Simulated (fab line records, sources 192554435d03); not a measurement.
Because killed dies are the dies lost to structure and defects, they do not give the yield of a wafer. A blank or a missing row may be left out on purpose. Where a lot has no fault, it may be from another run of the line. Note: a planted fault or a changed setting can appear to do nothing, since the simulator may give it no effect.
Chamber matching / flow n5Finfet / 4 sister chambers for N5_BEOL_M2_ALD_84 on aldMetal-01
The step deposits TaN, pulse time 2 s, purge time 3 s, co reactant purge time 2 s. 4 wafers are shown with their chamber, then 12 later ones without.

## EACH WAFER AND ITS CHAMBER
wafer=L090.1; chamber=0; heaterPowerW (W)=402
wafer=L092.1; chamber=1; heaterPowerW (W)=469
wafer=L092.3; chamber=2; heaterPowerW (W)=491
wafer=L092.4; chamber=3; heaterPowerW (W)=393

## WAFERS WITH NO CHAMBER GIVEN
wafer=L094.2; heaterPowerW (W)=489
wafer=L094.3; heaterPowerW (W)=457
wafer=L094.5; heaterPowerW (W)=390
wafer=L093.2; heaterPowerW (W)=452
wafer=L093.4; heaterPowerW (W)=399
wafer=L093.6; heaterPowerW (W)=409
wafer=L096.1; heaterPowerW (W)=468
wafer=L096.4; heaterPowerW (W)=392
wafer=L096.6; heaterPowerW (W)=495
wafer=L097.2; heaterPowerW (W)=394
wafer=L097.5; heaterPowerW (W)=385
wafer=L097.6; heaterPowerW (W)=485

## CHAMBER TAKEN BY EACH
wafer=L094.2; from the rows above=2; in truth=2
wafer=L094.3; from the rows above=1; in truth=1
wafer=L094.5; from the rows above=can't be placed: 3 or 0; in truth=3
wafer=L093.2; from the rows above=1; in truth=1
wafer=L093.4; from the rows above=can't be placed: 0 or 3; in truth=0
wafer=L093.6; from the rows above=can't be placed: 0 or 3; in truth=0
wafer=L096.1; from the rows above=1; in truth=1
wafer=L096.4; from the rows above=can't be placed: 3 or 0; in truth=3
wafer=L096.6; from the rows above=2; in truth=2
wafer=L097.2; from the rows above=can't be placed: 3 or 0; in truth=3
wafer=L097.5; from the rows above=can't be placed: 3 or 0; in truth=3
wafer=L097.6; from the rows above=can't be placed: 2 or 1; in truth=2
Placed correctly: 5 of 12. These rows do not allow placing 7 (true chamber among the candidates in 7). 0 placed wrongly.
How it was worked out, from the rows above alone: a wafer's distance from a chamber is the root of the sum, over the readings, of the square of ((its reading less the chamber's mean) divided by the reading's scatter). If the next closest chamber is less than 2 further off than the closest, the wafer can't be placed; otherwise it belongs to the closest. The mean given for a chamber averages the wafers shown for that chamber. The scatter (one wafer shown for each chamber): square how far every hidden wafer sits from the nearest shown wafer, average those squares and take the square root.
